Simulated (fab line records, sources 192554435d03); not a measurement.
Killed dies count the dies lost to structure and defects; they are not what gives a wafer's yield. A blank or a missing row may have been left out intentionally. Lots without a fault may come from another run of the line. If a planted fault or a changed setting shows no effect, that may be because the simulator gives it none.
Chamber matching :: flow n5Finfet :: N5_BEOL_M5_CURE_79 on uvCure-02 has 3 sister chambers
The step cures SiCOH lowk, time 240 s. 16 wafers are shown with their chamber, then 8 later ones without.

== WAFERS WITH THEIR CHAMBER ==
wafer: L075.2
chamber: 0
wafer_temp_C_max: 385.9
lampPowerPct (%): 52.28

wafer: L075.3
chamber: 0
wafer_temp_C_max: 386.2
lampPowerPct (%): 52.33

wafer: L075.5
chamber: 0
wafer_temp_C_max: 387.0
lampPowerPct (%): 52.31

wafer: L074.2
chamber: 2
wafer_temp_C_max: 386.7
lampPowerPct (%): 52.27

wafer: L074.3
chamber: 2
wafer_temp_C_max: 386.3
lampPowerPct (%): 52.24

wafer: L074.6
chamber: 2
wafer_temp_C_max: 387.1
lampPowerPct (%): 52.37

wafer: L077.3
chamber: 1
wafer_temp_C_max: 387.5
lampPowerPct (%): 52.36

wafer: L077.5
chamber: 1
wafer_temp_C_max: 387.0
lampPowerPct (%): 52.30

wafer: L077.6
chamber: 1
wafer_temp_C_max: 387.1
lampPowerPct (%): 52.28

wafer: L080.1
chamber: 1
wafer_temp_C_max: 386.6
lampPowerPct (%): 52.25

wafer: L080.2
chamber: 1
wafer_temp_C_max: 387.1
lampPowerPct (%): 52.38

wafer: L080.6
chamber: 1
wafer_temp_C_max: 387.0
lampPowerPct (%): 52.42

wafer: L085.2
chamber: 1
wafer_temp_C_max: 387.3
lampPowerPct (%): 52.31

wafer: L085.3
chamber: 1
wafer_temp_C_max: 387.1
lampPowerPct (%): 52.30

wafer: L085.6
chamber: 1
wafer_temp_C_max: 387.2
lampPowerPct (%): 52.25

wafer: L088.2
chamber: 2
wafer_temp_C_max: 386.9
lampPowerPct (%): 52.39

SIGNATURES (averages over the wafers above)
reading: wafer_temp_C_max
chamber 0: 386.367
chamber 1: 387.100
chamber 2: 386.750
scatter within a chamber: 0.337

reading: lampPowerPct
chamber 0: 52.3067
chamber 1: 52.3167
chamber 2: 52.3175
scatter within a chamber: 0.0588
Rule: a wafer's distance from a chamber is the root of the sum, over the readings, of the square of ((its reading less the chamber's mean) divided by the reading's scatter). The wafer belongs to the nearest chamber; if the next one is less than 2 further off, it can't be placed. How the scatter is found: for the shown wafers, subtract from each reading the mean of its chamber, square and add these, divide the total by (wafers less chambers), then take the root.

== WAFERS MISSING THEIR CHAMBER ==
wafer: L088.5
wafer_temp_C_max: 386.2
lampPowerPct (%): 52.31

wafer: L088.6
wafer_temp_C_max: 386.4
lampPowerPct (%): 52.32

wafer: L092.4
wafer_temp_C_max: 386.8
lampPowerPct (%): 52.27

wafer: L092.5
wafer_temp_C_max: 387.0
lampPowerPct (%): 52.28

wafer: L092.6
wafer_temp_C_max: 386.5
lampPowerPct (%): 52.29

wafer: L093.1
wafer_temp_C_max: 387.1
lampPowerPct (%): 52.32

wafer: L093.2
wafer_temp_C_max: 386.2
lampPowerPct (%): 52.30

wafer: L093.4
wafer_temp_C_max: 387.1
lampPowerPct (%): 52.31

== THE CHAMBER EACH PASSED THROUGH ==
wafer: L088.5
from the rows above: can't be placed: 0 or 2
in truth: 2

wafer: L088.6
from the rows above: can't be placed: 0 or 2 or 1
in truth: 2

wafer: L092.4
from the rows above: can't be placed: 2 or 1 or 0
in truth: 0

wafer: L092.5
from the rows above: can't be placed: 1 or 2 or 0
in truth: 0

wafer: L092.6
from the rows above: can't be placed: 0 or 2 or 1
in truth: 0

wafer: L093.1
from the rows above: can't be placed: 1 or 2
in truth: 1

wafer: L093.2
from the rows above: can't be placed: 0 or 2
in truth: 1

wafer: L093.4
from the rows above: can't be placed: 1 or 2
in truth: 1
Placed correctly: 0 of 8. Not placeable from these rows: 8 (in 7, the candidates include the true chamber). Placed wrongly: 0.
